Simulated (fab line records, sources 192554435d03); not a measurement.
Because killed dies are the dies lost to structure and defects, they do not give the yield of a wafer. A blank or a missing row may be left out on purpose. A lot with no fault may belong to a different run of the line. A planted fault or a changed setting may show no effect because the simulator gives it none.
fab line records	flow n5Finfet
record: lots: 7	wafers: 21
route steps=1938 shown BEOL_M9@1440 BEOL_M10@1473 BEOL_M11@1539 BEOL_M12@1639
startH: start of the lot's first displayed wafer, in hours after the record's first day	waitH: hours since the lot's step before	" identical to the entry in the row above	L1.1+2: a row that stands for several wafers	- either no value or no given start	* or withheld: withheld	< > ~ a bound
route shown NAME@n: a module of which the file shows steps, and the number in the route of the first	usual: mean and standard deviation over wafers with no fault	same: alike in all rows	chamber/n: place in a boat	sites: each site's reading	_std_site: standard deviation across them	_edge_site: outer sites' mean less inner sites'	radiusMm: for every site, how far away it sits from the centre of the wafer	mask NAME#n: copy n	behind: tool/chamber where the wafer was last shaped	hold: cause of the lot's hold/its duration in hours/its outcome	device: whichever transistor did not switch (one of n, p or np)	end of line: the tests these same wafers got at the end of their route	step lacking rows: just its recipe	killed: at the first sort, the dies lost to defects and structure; wafer yield is something else	map: a wafer's dies, marking killed ones x, the rest . and places with no die _
set.NAME: the setting as run; set.NAME@STEP: as run at that earlier step	model.NAME: the simulator's own value behind a step, which no gauge read
lots run with intentionally changed settings; tables by step, rows by wafer
== steps ==
step: N5_BEOL_M9_ETCH_66
recipe: chemistry: N2/H2	target: SOC	targetDepthA: 800	overetchA: 160	maskMaterial: SiARC	tempC: 40	timeS: 120	ionEnergyEv: 200	pressureMtorr: 30	sourceW: 840	biasW: 150	n2FlowSccm: 200	h2FlowSccm: 200
lot.wafer	tool	chamber	startH	waitH	set.timeS	model.SiARC_of_BEOL_M9_COAT_64.thkNm
L075.2	rieDiel-04	2	219.31	0.0	104	7.4
L075.4+6	"	3,0	"	"	120	6.6
L076.2+4	rieDiel-03	1	235.39	0.0	120	6.6
L076.6	"	0	"	"	120	6.2
L079.1	rieDiel-05	1	245.17	0.0	120	6.4
L079.4+6	"	3,2	"	"	134.6	5.8
L083.2	rieDiel-03	2	277.90	0.0	120	6.4
L083.4+5	"	0	"	"	141	5.4
L087.1	rieDiel-05	2	305.18	0.0	129	6
L087.5	"	1	"	"	120	6.2
L087.6	"	0	"	"	129	6.2
L092.1+6	rieDiel-03	0	343.59	0.0	108.1	6.8
L092.5	"	2	"	"	120	6.4
L096.2+3	rieDiel-03	2,1	359.93	0.0	120	6.4
L096.4	"	0	"	"	120	6.2
step: N5_BEOL_M9_TRENCH_ETCH_37
recipe: chemistry: C4F6/O2	targetDepthA: 1514.3	target: SiCOH_lowk	timeS: 49	ionEnergyEv: 250	pressureMtorr: 30	sourceW: 345	biasW: 185	Ar_flow_sccm: 300	C4F6_flow_sccm: 10	O2_flow_sccm: 10
usual: rfVppV: 663/25
lot.wafer	tool	chamber	startH	waitH	set.biasW	rfVppV
L075.2	rieDiel-04	2	-	-	159.7	544
L075.4	"	3	"	"	185	671
L075.6	"	0	"	"	185	642
L076.2	rieDiel-03	1	-	-	217.1	798
L076.4	"	1	"	"	185	704
L076.6	"	0	"	"	185	663
L079.1	rieDiel-05	1	-	-	201.2	733
L079.4	"	3	"	"	185	672
L079.6	"	2	"	"	201.2	738
L083.2	rieDiel-03	2	-	-	185	673
L083.4	"	0	"	"	185	661
L083.5	"	0	"	"	214.1	743
L087.1	rieDiel-05	2	-	-	161.5	620
L087.5	"	1	"	"	185	686
L087.6	"	0	"	"	185	649
L092.1	rieDiel-03	0	-	-	185	662
L092.5	"	2	"	"	185	672
L092.6	"	0	"	"	185	662
L096.2	rieDiel-03	2	-	-	185	674
L096.3	"	1	"	"	185	703
L096.4	"	0	"	"	185	661
step: N5_BEOL_M10_PECVD_70
recipe: material: SiO2	targetThkA: 200	tempC: 400	precursor: TEOS/O2	pressureTorr: 5.5	rfW: 450	teosFlowSccm: 53.8	gas: O2	flowSccm: 3000	timeS: 22.7
lot.wafer	tool	chamber	startH	waitH	set.tempC	model.SiO2_of_BEOL_M10_PECVD_70.thkNm
L075.2	pecvd-01	1	224.25	0.0	400	19.6
L075.4	"	1	"	"	400	19.8
L075.6	"	0	"	"	384.9	22
L076.2	pecvd-01	0	240.04	0.0	400	19.8
L076.4+6	"	1,2	"	"	400	20.2
L079.1	pecvd-01	1	249.41	0.0	400	20
L079.4	"	0	"	"	400	20.4
L079.6	"	2	"	"	410.2	19
L083.2	pecvd-03	0	281.46	0.0	400	20
L083.4	"	0	"	"	400	20.2
L083.5	"	2	"	"	400	19.6
L087.1	pecvd-04	0	310.09	0.0	400	19.8
L087.5	"	1	"	"	400	20.2
L087.6	"	0	"	"	400	20
L092.1	pecvd-01	0	347.65	0.0	406.5	18.8
L092.5	"	2	"	"	400	20.4
L092.6	"	1	"	"	406.5	19.2
L096.2+4	pecvd-03	2,0	365.10	0.0	400	19.6
L096.3	"	0	"	"	400	19.2
step: N5_BEOL_M10_COAT_60
recipe: resist: SiARC	tempC: 220	timeS: 60	spinRpm: 1500	resistThkNm: 30
lot.wafer	tool	chamber	startH	waitH	set.spinRpm	model.SiARC_of_BEOL_M10_COAT_60.thkNm
L075.2	lithoTrack-01	0	-	-	1500	30
L075.4+6	"	0	"	"	1500	30.2
L076.2+4	lithoTrack-02	0	-	-	1651	28.8
L076.6	"	0	"	"	1500	30.2
L079.1+4	lithoTrack-04	0	-	-	1610	29
L079.6	"	0	"	"	1500	30
L083.2+5	lithoTrack-01	0	-	-	1500	30
L083.4	"	0	"	"	1408	31
L087.1+5	lithoTrack-02	0	-	-	1542	29.8
L087.6	"	0	"	"	1500	30
L092.1	lithoTrack-01	0	-	-	1442	30.8
L092.5+6	"	0	"	"	1500	30.2
L096.2+3+4	lithoTrack-02	0	-	-	1500	30.2
step: N5_BEOL_M10_COAT_05
recipe: resist: CAR-ArF	spinRpm: 1500	resistThkNm: 90
step: N5_BEOL_M10_EBR_07
recipe: solvent: PGMEA	ebrWidthMm: 1.5
step: N5_BEOL_M10_DESCUM_16
recipe: chemistry: O2	timeS: 7.9	sourcePowerW: 50	biasPowerW: 20	pressureMtorr: 20	rfFrequencyHz: 2.712e+07	tempC: 40	resist: CAR-ArF	o2FlowSccm: 225
step: N5_BEOL_M10_ETCH_61
recipe: chemistry: CF4	target: SiARC	targetDepthA: 390	maskMaterial: CAR-ArF	timeS: 65	ionEnergyEv: 80	pressureMtorr: 40	sourceW: 545	biasW: 36	Ar_flow_sccm: 100	cf4FlowSccm: 100	ends: cleared
lot.wafer	tool	chamber	startH	waitH	set.spinRpm@BEOL_M10_COAT_60	model.etch.depthNm	model.CAR-ArF_of_BEOL_M10_COAT_05.thkNm
L075.2	rieDiel-01	3	225.68	0.0	1500	30.09	55.2
L075.4	"	2	"	"	1500	30.15	55.4
L075.6	"	0	"	"	1500	30.1	55.2
L076.2	rieDiel-01	0	240.80	0.0	1651	28.76	57.2
L076.4	"	1	"	"	1651	28.76	57
L076.6	"	3	"	"	1500	30.12	55.8
L079.1	rieDiel-01	0	250.05	0.0	1610	28.92	56.2
L079.4	"	3	"	"	1610	28.96	56.6
L079.6	"	3	"	"	1500	29.99	55.6
L083.2	rieDiel-06	0	283.26	0.0	1500	30.01	56
L083.4	"	2	"	"	1408	31.05	54.8
L083.5	"	2	"	"	1500	30.07	55.6
L087.1	rieDiel-06	0	311.13	0.0	1542	29.74	56
L087.5	"	0	"	"	1542	29.72	55.8
L087.6	"	1	"	"	1500	30.02	55.6
L092.1	rieDiel-02	3	350.12	0.0	1442	30.72	54.6
L092.5	"	2	"	"	1500	30.13	55.4
L092.6	"	1	"	"	1500	30.19	55.2
L096.2	rieDiel-06	2	366.88	0.0	1500	30.19	55.6
L096.3	"	0	"	"	1500	30.11	55.8
L096.4	"	3	"	"	1500	30.16	55.6
step: N5_BEOL_M10_ETCH_62
recipe: chemistry: N2/H2	target: SOC	targetDepthA: 1100	overetchA: 220	maskMaterial: SiARC	tempC: 40	timeS: 165	ionEnergyEv: 200	pressureMtorr: 30	sourceW: 840	biasW: 150	n2FlowSccm: 200	h2FlowSccm: 200
step: N5_BEOL_M10_STRIP_68
recipe: chemistry: N2/H2	tempC: 40	n2FlowSccm: 200	h2FlowSccm: 200	rfFrequencyHz: 6e+07
step: N5_BEOL_M10_STRIP_77
recipe: chemistry: N2/H2	timeS: 10	powerW: 450	tempC: 40	pressureMtorr: 20	rfFrequencyHz: 6e+07	biasPowerW: 7	n2FlowSccm: 200	h2FlowSccm: 200
step: N5_BEOL_M10_HM_STRIP_39
recipe: chemistry: peroxideTinStrip	material: TiN	targetDepthA: 250	tempC: 50	timeS: 158
lot.wafer	tool	chamber	startH	waitH	set.tempC@BEOL_M10_PECVD_70	model.SiO2_of_BEOL_M10_PECVD_70.thkNm
L075.2	wetBench-05	5	227.36	0.0	400	19.4
L075.4	"	7	"	"	400	19.8
L075.6	"	6	"	"	384.9	22
L076.2	wetBench-05	1	242.37	0.0	400	19.8
L076.4	"	3	"	"	400	20
L076.6	"	0	"	"	400	20.2
L079.1	wetBench-04	6	254.52	0.2	400	19.8
L079.4	"	4	"	"	400	20.2
L079.6	"	5	"	"	410.2	18.8
L083.2	wetBench-03	0	284.84	0.0	400	19.8
L083.4	"	6	"	"	400	20
L083.5	"	1	"	"	400	19.4
L087.1+6	wetBench-03	1,6	317.59	0.0	400	19.8
L087.5	"	2	"	"	400	20
L092.1	wetBench-03	4	351.84	0.0	406.5	18.6
L092.5	"	2	"	"	400	20.2
L092.6	"	0	"	"	406.5	19.2
L096.2+4	wetBench-05	4,7	369.58	0.0	400	19.4
L096.3	"	2	"	"	400	19
step: N5_BEOL_M11_PECVD_70
recipe: material: SiO2	targetThkA: 200	tempC: 400	precursor: TEOS/O2	pressureTorr: 5.5	rfW: 450	teosFlowSccm: 53.8	gas: O2	flowSccm: 3000	timeS: 22.7
lot.wafer	tool	chamber	startH	waitH	set.timeS	model.SiO2_of_BEOL_M11_PECVD_70.thkNm
L075.2	pecvd-02	0	232.03	0.0	22.7	19.8
L075.4	"	0	"	"	19.72	17.4
L075.6	"	2	"	"	19.72	17.2
L076.2	pecvd-04	1	246.88	0.0	22.7	20.2
L076.4+6	"	0,1	"	"	22.7	20.6
L079.1	pecvd-03	0	259.97	0.0	22.7	20.2
L079.4	"	1	"	"	24.05	21
L079.6	"	0	"	"	22.7	20.6
L083.2	pecvd-04	0	290.94	0.0	22.7	20.2
L083.4	"	1	"	"	22.7	20.6
L083.5	"	2	"	"	19.38	17.4
L087.1	pecvd-03	2	320.44	0.0	21.33	19
L087.5+6	"	1,0	"	"	22.7	19.8
L092.1	pecvd-03	2	355.16	0.0	22.7	20.2
L092.5	"	1	"	"	20.8	18.2
L092.6	"	2	"	"	20.8	18.4
L096.2+4	pecvd-03	0,1	373.19	0.0	22.7	19.8
L096.3	"	1	"	"	22.7	19.6
step: N5_BEOL_M11_HM_DEP_02
recipe: material: TiN	targetThkA: 200	tempC: 25	chamberPressurePa: 0.49996
lot.wafer	tool	chamber	startH	waitH	set.targetThkA	model.TiN_of_BEOL_M11_HM_DEP_02.thkNm
L075.2	pvdSputter-01	-	232.68	0.6	223.6	22
L075.4	"	-	"	"	223.6	22.4
L075.6	"	-	"	"	200	20
L076.2	pvdSputter-01	-	247.52	0.6	200	20.4
L076.4	"	-	"	"	200	20.2
L076.6	"	-	"	"	200	20.6
L079.1+4+6	pvdSputter-02	-	260.03	0.0	200	20.2
L083.2+4	pvdSputter-03	-	292.72	1.8	200	20.2
L083.5	"	-	"	"	209.2	21.2
L087.1	pvdSputter-02	-	323.79	3.3	200	20.4
L087.5	"	-	"	"	190.5	18.8
L087.6	"	-	"	"	200	20
L092.1	pvdSputter-03	-	355.48	0.3	215.5	21.8
L092.5	"	-	"	"	200	19.6
L092.6	"	-	"	"	200	20.2
L096.2+4	pvdSputter-01	-	374.30	1.1	200	20
L096.3	"	-	"	"	200	20.2
step: N5_BEOL_M11_COAT_59
recipe: resist: SOC	tempC: 250	timeS: 60	spinRpm: 1500	resistThkNm: 100
step: N5_BEOL_M11_COAT_60
recipe: resist: SiARC	tempC: 220	timeS: 60	spinRpm: 1500	resistThkNm: 30
step: N5_BEOL_M11_STRIP_68
recipe: chemistry: N2/H2	tempC: 40	n2FlowSccm: 200	h2FlowSccm: 200	rfFrequencyHz: 6e+07
step: N5_BEOL_M11_STRIP_67
recipe: chemistry: CF4	resist: SiARC	powerW: 300	biasPowerW: 75	pressureMtorr: 50	cf4FlowSccm: 150	rfFrequencyHz: 6e+07
step: N5_BEOL_M11_HM_OPEN_17
recipe: chemistry: Cl2/BCl3	targetDepthA: 200	overetchA: 60	target: TiN	maskMaterial: SOC	ionEnergyEv: 150	pressureMtorr: 10	icpW: 1000	biasW: 126	Cl2_flow_sccm: 53.25	bcl3FlowSccm: 21.75	Ar_flow_sccm: 25
lot.wafer	tool	chamber	startH	waitH	set.targetThkA@BEOL_M11_HM_DEP_02	model.etch.depthNm
L075.2	rieMetal-02	0	233.54	0.0	223.6	22.01
L075.4	"	0	"	"	223.6	22.45
L075.6	"	1	"	"	200	20.01
L076.2	rieMetal-02	1	248.60	0.0	200	20.33
L076.4	"	1	"	"	200	20.14
L076.6	"	1	"	"	200	20.56
L079.1	rieMetal-03	0	260.76	0.0	200	20.24
L079.4	"	0	"	"	200	20.19
L079.6	"	0	"	"	200	20.18
L083.2	rieMetal-03	1	294.69	0.0	200	20.18
L083.4	"	1	"	"	200	20.13
L083.5	"	0	"	"	209.2	21.22
L087.1	rieMetal-03	1	324.65	0.0	200	20.33
L087.5	"	1	"	"	190.5	18.87
L087.6	"	1	"	"	200	20.08
L092.1	rieMetal-01	1	356.40	0.0	215.5	21.78
L092.5	"	1	"	"	200	19.65
L092.6	"	0	"	"	200	20.11
L096.2	rieMetal-02	0	375.16	0.0	200	20.03
L096.3	"	1	"	"	200	20.16
L096.4	"	0	"	"	200	19.95
step: N5_BEOL_M11_VIA_ETCH_34
recipe: chemistry: C4F6/O2	target: SiCOH_lowk	targetDepthA: 1845	maskMaterial: SOC	taperDeg: 4	timeS: 69.2	ionEnergyEv: 250	pressureMtorr: 30	sourceW: 345	biasW: 185	Ar_flow_sccm: 300	C4F6_flow_sccm: 10	O2_flow_sccm: 10
lot.wafer	tool	chamber	startH	waitH	set.timeS	model.etch.depthNm	model.SOC_of_BEOL_M11_COAT_63.thkNm
L075.2	rieDiel-05	1	235.83	0.0	69.2	182.3	92.2
L075.4	"	3	"	"	73.65	194.8	91.6
L075.6	"	3	"	"	69.2	181.7	92.4
L076.2	rieDiel-05	3	253.45	0.0	69.2	183	91.8
L076.4	"	1	"	"	69.2	182.3	92
L076.6	"	0	"	"	69.2	184.7	91.8
L079.1	rieDiel-03	0	263.95	0.0	69.2	184.3	91.8
L079.4	"	2	"	"	69.2	184.2	92
L079.6	"	0	"	"	69.2	186.4	91.8
L083.2	rieDiel-05	0	295.91	0.0	69.2	179.4	92
L083.4	"	2	"	"	69.2	178.2	92.2
L083.5	"	2	"	"	69.2	177.5	92.4
L087.1	rieDiel-05	3	327.84	0.0	69.2	182.4	92
L087.5	"	0	"	"	69.2	182.2	91.8
L087.6	"	1	"	"	69.2	187.5	92
L092.1	rieDiel-05	1	358.56	0.0	69.2	188.3	92.4
L092.5	"	1	"	"	69.2	186.1	92.6
L092.6	"	0	"	"	55.74	146.6	94
L096.2	rieDiel-05	1	378.99	0.0	69.2	186.1	92
L096.3	"	2	"	"	69.2	188.9	92
L096.4	"	0	"	"	69.2	183.7	91.8
step: N5_BEOL_M11_ETCH_41
recipe: chemistry: CH3F/O2	target: SiCN	targetDepthA: 426	taperDeg: 2	timeS: 86	ionEnergyEv: 120	maskMaterial: TiN	pressureMtorr: 30	sourceW: 395	biasW: 75	Ar_flow_sccm: 150	CH3F_flow_sccm: 30	O2_flow_sccm: 20
lot.wafer	tool	chamber	startH	waitH	set.timeS	model.etch.depthNm
L075.2	rieDiel-05	1	-	-	86	32.13
L075.4	"	3	"	"	86	32.52
L075.6	"	3	"	"	86	32.72
L076.2	rieDiel-05	3	-	-	102.6	38.7
L076.4	"	1	"	"	102.6	38.56
L076.6	"	0	"	"	86	32.47
L079.1	rieDiel-03	0	-	-	78.75	29.69
L079.4	"	2	"	"	86	32.13
L079.6	"	0	"	"	86	32.61
L083.2	rieDiel-05	0	-	-	86	32.74
L083.4	"	2	"	"	86	32.03
L083.5	"	2	"	"	86	31.85
L087.1	rieDiel-05	3	-	-	86	31.49
L087.5	"	0	"	"	86	31.96
L087.6	"	1	"	"	105.2	40.16
L092.1	rieDiel-05	1	-	-	86	33.27
L092.5	"	1	"	"	86	33.29
L092.6	"	0	"	"	86	32.51
L096.2	rieDiel-05	1	-	-	86	32.88
L096.3	"	2	"	"	86	33.21
L096.4	"	0	"	"	86	32.16
step: N5_BEOL_M11_STRIP_77
recipe: chemistry: N2/H2	timeS: 10	powerW: 450	tempC: 40	pressureMtorr: 20	rfFrequencyHz: 6e+07	biasPowerW: 7	n2FlowSccm: 200	h2FlowSccm: 200
step: N5_BEOL_M11_HM_STRIP_39
recipe: chemistry: peroxideTinStrip	material: TiN	targetDepthA: 250	tempC: 50	timeS: 158
lot.wafer	tool	chamber	startH	waitH	set.timeS@BEOL_M11_PECVD_70	model.SiO2_of_BEOL_M11_PECVD_70.thkNm
L075.2	wetBench-01	4	236.15	0.0	22.7	19.8
L075.4	"	1	"	"	19.72	17.2
L075.6	"	7	"	"	19.72	17
L076.2	wetBench-06	2	253.77	0.0	22.7	20
L076.4+6	"	7,6	"	"	22.7	20.4
L079.1	wetBench-01	1	264.27	0.0	22.7	20
L079.4	"	5	"	"	24.05	20.8
L079.6	"	6	"	"	22.7	20.4
L083.2	wetBench-01	7	296.23	0.0	22.7	20
L083.4	"	1	"	"	22.7	20.4
L083.5	"	6	"	"	19.38	17.2
L087.1	wetBench-06	0	328.16	0.0	21.33	18.8
L087.5+6	"	6,5	"	"	22.7	19.6
L092.1	wetBench-02	2	358.87	0.0	22.7	20
L092.5	"	1	"	"	20.8	18
L092.6	"	6	"	"	20.8	18.2
L096.2+3+4	wetBench-06	0,3,4	379.31	0.0	22.7	19.6
step: N5_BEOL_M12_TRENCH_ETCH_34
recipe: chemistry: C4F8/O2/Ar	target: SiOC	targetDepthA: 3189.5	maskMaterial: SOC	pressureMtorr: 30	sourceW: 3000	biasW: 700	Ar_flow_sccm: 400	C4F8_flow_sccm: 15	O2_flow_sccm: 8	heInnerTorr: 15	heOuterTorr: 30	timeS: 125.5	ionEnergyEv: 250
lot.wafer	tool	chamber	startH	waitH	set.timeS	model.etch.depthNm
L075.2	rieDiel-02	2	243.19	0.0	125.5	321.4
L075.4	"	3	"	"	100.5	250
L075.6	"	1	"	"	100.5	257.3
L076.2	rieDiel-02	3	260.44	0.0	125.5	316.6
L076.4	"	0	"	"	125.5	330.2
L076.6	"	1	"	"	125.5	325.4
L079.1	rieDiel-06	0	269.18	0.0	125.5	318.6
L079.4	"	1	"	"	139.9	363.5
L079.6	"	0	"	"	139.9	356.9
L083.2	rieDiel-06	2	300.99	0.0	125.5	313.9
L083.4	"	1	"	"	143.4	365.6
L083.5	"	1	"	"	125.5	321.3
L087.1	rieDiel-01	0	333.38	0.0	99.76	256.2
L087.5	"	0	"	"	99.76	256.8
L087.6	"	3	"	"	125.5	319.4
L092.1	rieDiel-02	0	365.00	0.0	125.5	324.7
L092.5	"	3	"	"	125.5	312.7
L092.6	"	0	"	"	125.5	321.7
L096.2	rieDiel-06	3	384.27	0.0	125.5	309.6
L096.3	"	2	"	"	125.5	321.2
L096.4	"	1	"	"	125.5	319.1
step: N5_BEOL_M12_STRIP_70
recipe: chemistry: C4F8/O2/Ar	resist: SiARC	rfFrequencyHz: 6e+07
step: N5_BEOL_M12_OCD_MEAS_35
usual: trenchDepthNm: 320/6
lot.wafer	tool	chamber	startH	waitH	set.timeS@BEOL_M12_TRENCH_ETCH_34	trenchDepthNm
L075.2	ocd-02	-	243.34	0.0	125.5	321
L075.4	"	-	"	"	100.5	251
L075.6	"	-	"	"	100.5	258
L076.2	ocd-02	-	260.60	0.0	125.5	316
L076.4	"	-	"	"	125.5	330
L076.6	"	-	"	"	125.5	325
L079.1	ocd-01	-	269.33	0.0	125.5	318
L079.4	"	-	"	"	139.9	363
L079.6	"	-	"	"	139.9	357
L083.2	ocd-01	-	301.15	0.0	125.5	314
L083.4	"	-	"	"	143.4	366
L083.5	"	-	"	"	125.5	321
L087.1	ocd-01	-	333.54	0.0	99.76	256
L087.5	"	-	"	"	99.76	257
L087.6	"	-	"	"	125.5	319
L092.1	ocd-01	-	365.15	0.0	125.5	325
L092.5	"	-	"	"	125.5	312
L092.6	"	-	"	"	125.5	321
L096.2	ocd-02	-	384.43	0.0	125.5	310
L096.3	"	-	"	"	125.5	320
L096.4	"	-	"	"	125.5	319
== key ==
split: step: N5_BEOL_M9_ETCH_66	setting: timeS	stated: 120	by: wafer
response: step: N5_BEOL_M9_ETCH_66	reading: model.SiARC_of_BEOL_M9_COAT_64.thkNm	change: -0.0511	per: 1%	r: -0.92
split: step: N5_BEOL_M9_TRENCH_ETCH_37	setting: biasW	stated: 185	by: wafer
response: step: N5_BEOL_M9_TRENCH_ETCH_37	reading: rfVppV	change: +6.04	per: 1%	r: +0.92
split: step: N5_BEOL_M10_PECVD_70	setting: tempC	stated: 400	by: wafer
response: step: N5_BEOL_M10_PECVD_70	reading: model.SiO2_of_BEOL_M10_PECVD_70.thkNm	change: -0.599	per: 1%	r: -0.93
response: step: N5_BEOL_M10_HM_STRIP_39	reading: model.SiO2_of_BEOL_M10_PECVD_70.thkNm	change: -0.608	per: 1%	r: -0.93
split: step: N5_BEOL_M10_COAT_60	setting: spinRpm	stated: 1500	by: wafer
response: step: N5_BEOL_M10_COAT_60	reading: model.SiARC_of_BEOL_M10_COAT_60.thkNm	change: -0.141	per: 1%	r: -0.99
response: step: N5_BEOL_M10_ETCH_61	reading: model.etch.depthNm	change: -0.142	per: 1%	r: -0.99
response: step: N5_BEOL_M10_ETCH_61	reading: model.CAR-ArF_of_BEOL_M10_COAT_05.thkNm	change: +0.133	per: 1%	r: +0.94
split: step: N5_BEOL_M11_PECVD_70	setting: timeS	stated: 22.7	by: wafer
response: step: N5_BEOL_M11_PECVD_70	reading: model.SiO2_of_BEOL_M11_PECVD_70.thkNm	change: +0.191	per: 1%	r: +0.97
response: step: N5_BEOL_M11_HM_STRIP_39	reading: model.SiO2_of_BEOL_M11_PECVD_70.thkNm	change: +0.196	per: 1%	r: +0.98
split: step: N5_BEOL_M11_HM_DEP_02	setting: targetThkA	stated: 200	by: wafer
response: step: N5_BEOL_M11_HM_DEP_02	reading: model.TiN_of_BEOL_M11_HM_DEP_02.thkNm	change: +0.214	per: 1%	r: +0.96
response: step: N5_BEOL_M11_HM_OPEN_17	reading: model.etch.depthNm	change: +0.215	per: 1%	r: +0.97
split: step: N5_BEOL_M11_VIA_ETCH_34	setting: timeS	stated: 69.2	by: wafer
response: step: N5_BEOL_M11_VIA_ETCH_34	reading: model.etch.depthNm	change: +2.08	per: 1%	r: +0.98
response: step: N5_BEOL_M11_VIA_ETCH_34	reading: model.SOC_of_BEOL_M11_COAT_63.thkNm	change: -0.0802	per: 1%	r: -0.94
split: step: N5_BEOL_M11_ETCH_41	setting: timeS	stated: 86	by: wafer
response: step: N5_BEOL_M11_ETCH_41	reading: model.etch.depthNm	change: +0.35	per: 1%	r: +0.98
split: step: N5_BEOL_M12_TRENCH_ETCH_34	setting: timeS	stated: 125.5	by: wafer
response: step: N5_BEOL_M12_TRENCH_ETCH_34	reading: model.etch.depthNm	change: +3.3	per: 1%	r: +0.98
response: step: N5_BEOL_M12_OCD_MEAS_35	reading: trenchDepthNm	change: +3.29	per: 1%	r: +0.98
